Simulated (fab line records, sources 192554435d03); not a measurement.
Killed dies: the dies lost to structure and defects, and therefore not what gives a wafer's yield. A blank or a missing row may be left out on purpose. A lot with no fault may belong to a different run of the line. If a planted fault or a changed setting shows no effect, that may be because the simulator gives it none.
Split-lot experiment | flow n5_finfet | 21 wafers read from 7 lots, route of 1938 steps

## THE SPLIT
At N5_BEOL_M14_ETCH_68 (etches SOC in N2/H2, time 450 s), the setting time_s was moved away from the recipe's 450 s on 9 of the 21 wafers read, by -16.6% to +9.1%. All remaining wafers had this setting at the recipe value.

Reading taken at the split's own step.

## THE READING
SiARC_of_BEOL_M14_COAT_66.thk_nm (the simulator's own value, which no gauge read), in nm, at N5_BEOL_M14_ETCH_68 (etches SOC in N2/H2, time 450 s). The file gives no usual value for it. Across the 12 wafers here that went through the recipe, the average is 65.6 nm and the standard deviation 0.62 nm.

wafer  | tool, chamber at the split | time_s as run, s | against the recipe | SiARC_of_BEOL_M14_COAT_66.thk_nm, nm | against lot-mates on the recipe
L077.2 | rie_diel-04, 0             | 450              | recipe             | 66                                   | -
L077.4 | rie_diel-04, 2             | 375.5            | -16.6%             | 74                                   | +7.6
L077.6 | rie_diel-04, 2             | 450              | recipe             | 66.8                                 | -
L075.1 | rie_diel-01, 0             | 396.9            | -11.8%             | 70.8                                 | +5.2
L075.3 | rie_diel-01, 2             | 396.9            | -11.8%             | 70.4                                 | +4.8
L075.4 | rie_diel-01, 1             | 450              | recipe             | 65.6                                 | -
L084.1 | rie_diel-05, 1             | 375.9            | -16.5%             | 72.8                                 | +7.4
L084.2 | rie_diel-05, 3             | 450              | recipe             | 65.4                                 | -
L084.3 | rie_diel-05, 0             | 375.9            | -16.5%             | 72.6                                 | +7.2
L089.1 | rie_diel-05, 1             | 450              | recipe             | 65.8                                 | -
L089.5 | rie_diel-05, 3             | 450              | recipe             | 65.8                                 | -
L089.6 | rie_diel-05, 1             | 406.5            | -9.7%              | 70.4                                 | +4.6
L088.2 | rie_diel-04, 0             | 450              | recipe             | 65                                   | -
L088.3 | rie_diel-04, 2             | 450              | recipe             | 66.2                                 | -
L088.6 | rie_diel-04, 0             | 450              | recipe             | 65.2                                 | -
L092.1 | rie_diel-01, 3             | 490.8            | +9.1%              | 62.2                                 | -3.4
L092.2 | rie_diel-01, 0             | 450              | recipe             | 65.6                                 | -
L092.3 | rie_diel-01, 2             | 490.8            | +9.1%              | 60.2                                 | -5.4
L091.1 | rie_diel-01, 0             | 399.8            | -11.2%             | 70.2                                 | +5.3
L091.2 | rie_diel-01, 3             | 450              | recipe             | 65.6                                 | -
L091.3 | rie_diel-01, 2             | 450              | recipe             | 64.2                                 | -

FIT RESULTS
A straight line over all 21 wafers: SiARC_of_BEOL_M14_COAT_66.thk_nm changes by -0.456 nm for each +1% of time_s; r = -0.98; the points scatter about the line by 0.67 nm.
The same after taking each lot's own level away (the mean of its wafers on the recipe; 21 wafers): -0.455 nm for each +1%; r = -0.99; scatter 0.5 nm.
According to that fit, moving time_s by its largest amount changes the reading by 7.5 nm.
The span of the lots' own levels, 64.90 to 66.40 nm, comes to 2.4 times the standard deviation stated above.
Consequently the slope shifts little with the lot-to-lot level, the two slopes agreeing.
Check: for one of the wafers moved furthest among these (-16.6%), held out of the fit, the line's prediction against its lot-mates is +7.45 nm. Against them it came out at +7.6 nm.

## THESE WAFERS: OTHER SPLITS
Note: prior to the reading, these wafers also went through further splits. Each is held against what the fit with the lots' levels taken away leaves over:
other split on the same wafers    | wafers away from the commonest value | r with SiARC_of_BEOL_M14_COAT_66.thk_nm (lot level and that fit taken away)
N5_BEOL_M10_COAT_60 spin_rpm      | 6                                    | +0.38
N5_BEOL_M13_TRENCH_ETCH_34 time_s | 10                                   | -0.10
N5_BEOL_M14_PEB_26 peb_temp_c     | 7                                    | +0.54

## FILE'S OWN FIT
SiARC_of_BEOL_M14_COAT_66.thk_nm changes by -0.456 nm for each +1% of time_s, r = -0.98.
